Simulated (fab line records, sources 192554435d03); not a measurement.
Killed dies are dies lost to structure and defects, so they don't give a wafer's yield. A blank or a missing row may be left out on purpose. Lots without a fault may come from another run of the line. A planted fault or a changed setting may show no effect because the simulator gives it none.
A struck lot beside a sound one | flow n5_finfet | 15 steps out of a route of 1938
Sound: wafers L773.2, L773.4, L773.6. Struck: wafers L782.2, L782.3, L782.4. The cause comes at the end.
At each step with rows: each side's tool, then ch and its chambers, then its first start. Under that, the readings that differ: sound wafers | struck wafers | difference of the means | sigmas: that difference in standard deviations of wafers without a fault.
alike: readings whose means differ by less than 2 such deviations, and words and numbers that are the same on both sides. not compared: withheld readings, readings that some wafer has no value for, bounds like >300 that may hide the same value, and numbers for which the record gives no deviation and whose values overlap.
The two part at a step that has a row with sigmas, a row that says differs or no value, or rows on one side only. Numbers that don't overlap but have no deviation are shown without sigmas and don't part them. A reading that every wafer of one side lacks parts them only if that side has two wafers or more.

first, 6 steps without rows for these wafers: N5_PASSIVATION_EBR_40; N5_PASSIVATION_SOFTBAKE_39 (time 120 s); N5_PASSIVATION_EXPOSE_41 (exposes mask PASS OPEN, defocus 0 nm, target cd 40000 nm); N5_PASSIVATION_PEB_42; N5_PASSIVATION_DEVELOP_43 (develop time 60 s); N5_PASSIVATION_HARDBAKE_45 (time 120 s).
N5_PASSIVATION_CD_MEAS_44: target cd 40000 nm.
  sound on cd_sem-01 ch 0, day 12 07:31; struck on cd_sem-03 ch 0, day 16 00:59
  alike: cd_nm
N5_PASSIVATION_OVL_MEAS_66:
  sound on overlay-01 ch 0, day 12 07:33; struck on overlay-01 ch 0, day 16 01:01
  alike: PASS_OPEN_OVL
N5_PASSIVATION_INSPECT_67: inspects for defects (macro).
  sound on defect_inspect-02, day 12 07:34; struck on defect_inspect-02, day 16 01:02
  alike: raw_defect_count
N5_PASSIVATION_DESCUM_46: chemistry O2, time 7.9 s.
  sound on rie_diel-05 ch 0,3, day 12 07:37; struck on rie_diel-01 ch 0,1, day 16 01:15
  alike: drypump_motor_current_A, oes_product_au, rf_vpp_V, showerhead_plenum_p_Torr, throttle_valve_pct
  not compared: rf_hours_counter_h
N5_PASSIVATION_PASS_ETCH_47: etches SiNx in CF4/O2, target depth 770 nm, time 385 s.
  sound on rie_diel-05 ch 0,3, day 12 07:38; struck on rie_diel-01 ch 0,1,3, day 16 01:17
  alike: drypump_motor_current_A, oes_product_au, rf_vpp_V, showerhead_plenum_p_Torr, throttle_valve_pct
  not compared: rf_hours_counter_h
N5_PASSIVATION_ETCH_54: etches SiO2 in CHF3/O2, target depth 880 nm, time 440 s.
  sound on rie_diel-05 ch 0,3, day 12 07:52; struck on rie_diel-01 ch 0,3, day 16 01:31
  reading                     | sound             | struck            | difference | sigmas
  drypump_motor_current_A (A) | 6.6 6.6 5.7       | 5.3 5.2 5.2       | -1.1       | -2
  throttle_valve_pct (%)      | 18.50 18.48 18.53 | 18.91 18.92 18.96 | +0.43      | +2
  alike: oes_product_au, rf_vpp_V, showerhead_plenum_p_Torr
  not compared: rf_hours_counter_h
N5_PASSIVATION_STRIP_48: strips in O2.
  sound on rie_diel-05 ch 0,3, day 12 08:10; struck on rie_diel-01 ch 0,3, day 16 01:57
  reading                     | sound             | struck            | difference | sigmas
  drypump_motor_current_A (A) | 6.6 6.6 5.7       | 5.2 5.2 5.1       | -1.1       | -2
  temp_c (C)                  | 60.06 60.18 59.80 | 61.32 61.59 61.31 | +1.39      | +11
  throttle_valve_pct (%)      | 16.28 16.22 16.40 | 16.80 16.80 16.86 | +0.52      | +2
  alike: oes_product_au, rf_vpp_V, showerhead_plenum_p_Torr
  not compared: rf_hours_counter_h
then, 2 steps without rows for these wafers: N5_PASSIVATION_STRIP_52 (strips in post etch residue remover, time 1200 s); N5_PASSIVATION_PROBE_49.

WHERE THEY PART
First at N5_PASSIVATION_ETCH_54; last, within this record, at N5_PASSIVATION_STRIP_48.

WHY: what the simulator had put in
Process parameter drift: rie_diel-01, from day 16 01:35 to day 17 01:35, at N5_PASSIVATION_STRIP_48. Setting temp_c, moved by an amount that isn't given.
